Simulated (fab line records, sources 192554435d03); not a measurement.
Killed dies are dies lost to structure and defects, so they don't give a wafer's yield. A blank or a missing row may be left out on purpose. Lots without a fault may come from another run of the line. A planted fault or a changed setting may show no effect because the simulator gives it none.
Chamber matching | flow n5_finfet | N5_BEOL_M7_PECVD_70 on pecvd-02: 3 sister chambers
The step deposits SiO2 from TEOS/O2, target thk 20 nm, time 22.7 s. 33 wafers are shown with their chamber, then 12 later ones without.

WAFERS WITH THEIR CHAMBER
wafer  | chamber | throttle_valve_pct (%) | showerhead_plenum_p_Torr (Torr) | heater_power_w (W)
L074.1 | 0       | 22.6                   | 8.80                            | 667
L074.2 | 2       | 21.2                   | 8.76                            | 899
L074.3 | 1       | 22.7                   | 8.88                            | 925
L074.4 | 2       | 20.9                   | 8.75                            | 913
L074.5 | 1       | 22.6                   | 8.85                            | 957
L074.6 | 0       | 22.6                   | 8.81                            | 680
L076.2 | 0       | 22.5                   | 8.79                            | 762
L076.3 | 2       | 21.1                   | 8.76                            | 867
L076.6 | 0       | 22.5                   | 8.82                            | 736
L080.2 | 2       | 21.1                   | 8.76                            | 885
L080.3 | 0       | 22.9                   | 8.82                            | 665
L080.4 | 0       | 22.7                   | 8.82                            | 680
L083.3 | 0       | 22.7                   | 8.80                            | 680
L083.4 | 0       | 22.6                   | 8.79                            | 693
L083.5 | 1       | 22.5                   | 8.86                            | 957
L084.1 | 1       | 22.7                   | 8.85                            | 801
L084.2 | 2       | 21.3                   | 8.75                            | 858
L084.5 | 2       | 21.1                   | 8.74                            | 851
L085.2 | 1       | 22.6                   | 8.87                            | 836
L085.5 | 1       | 22.5                   | 8.88                            | 865
L085.6 | 2       | 21.2                   | 8.78                            | 859
L086.1 | 2       | 21.3                   | 8.77                            | 898
L086.2 | 0       | 22.7                   | 8.82                            | 696
L086.5 | 1       | 22.5                   | 8.86                            | 877
L088.1 | 1       | 22.5                   | 8.86                            | 786
L088.5 | 2       | 21.2                   | 8.75                            | 820
L088.6 | 1       | 22.4                   | 8.87                            | 797
L091.4 | 2       | 21.2                   | 8.75                            | 905
L091.5 | 0       | 22.8                   | 8.80                            | 737
L091.6 | 1       | 22.4                   | 8.88                            | 804
L090.1 | 1       | 22.8                   | 8.84                            | 950
L090.2 | 2       | 21.2                   | 8.76                            | 903
L090.6 | 1       | 22.6                   | 8.86                            | 960

SIGNATURES (means of the wafers above)
reading                  | chamber 0 | chamber 1 | chamber 2 | scatter within a chamber
throttle_valve_pct       | 22.660    | 22.567    | 21.164    | 0.121
showerhead_plenum_p_Torr | 8.8070    | 8.8633    | 8.7573    | 0.0122
heater_power_w           | 699.60    | 876.25    | 878.00    | 49.5
Rule: a wafer's distance from a chamber is the root of the sum, over the readings, of the square of ((its reading less the chamber's mean) divided by the reading's scatter). The wafer belongs to the nearest chamber; if the next one is less than 2 further off, it can't be placed. The scatter: the root of (the sum of the squares of (reading less its chamber's mean) over the shown wafers, divided by (wafers less chambers)).

WAFERS WITHOUT THEIR CHAMBER
wafer  | throttle_valve_pct (%) | showerhead_plenum_p_Torr (Torr) | heater_power_w (W)
L092.1 | 22.8                   | 8.86                            | 856
L092.2 | 21.6                   | 8.75                            | 778
L092.4 | 21.4                   | 8.74                            | 786
L093.1 | 22.4                   | 8.88                            | 935
L093.3 | 21.3                   | 8.76                            | 771
L093.4 | 21.6                   | 8.75                            | 785
L095.2 | 22.8                   | 8.81                            | 716
L095.4 | 22.8                   | 8.86                            | 948
L095.5 | 22.5                   | 8.80                            | 694
L096.1 | 22.7                   | 8.89                            | 941
L096.4 | 22.5                   | 8.85                            | 925
L096.5 | 21.5                   | 8.75                            | 901

WHICH CHAMBER EACH WENT THROUGH
wafer  | from the rows above | in truth
L092.1 | 1                   | 1
L092.2 | 2                   | 2
L092.4 | 2                   | 2
L093.1 | 1                   | 1
L093.3 | 2                   | 2
L093.4 | 2                   | 2
L095.2 | 0                   | 0
L095.4 | 1                   | 1
L095.5 | 0                   | 0
L096.1 | 1                   | 1
L096.4 | 1                   | 1
L096.5 | 2                   | 2
Placed correctly: 12 of 12. Can't be placed from these rows: 0. Placed wrongly: 0.
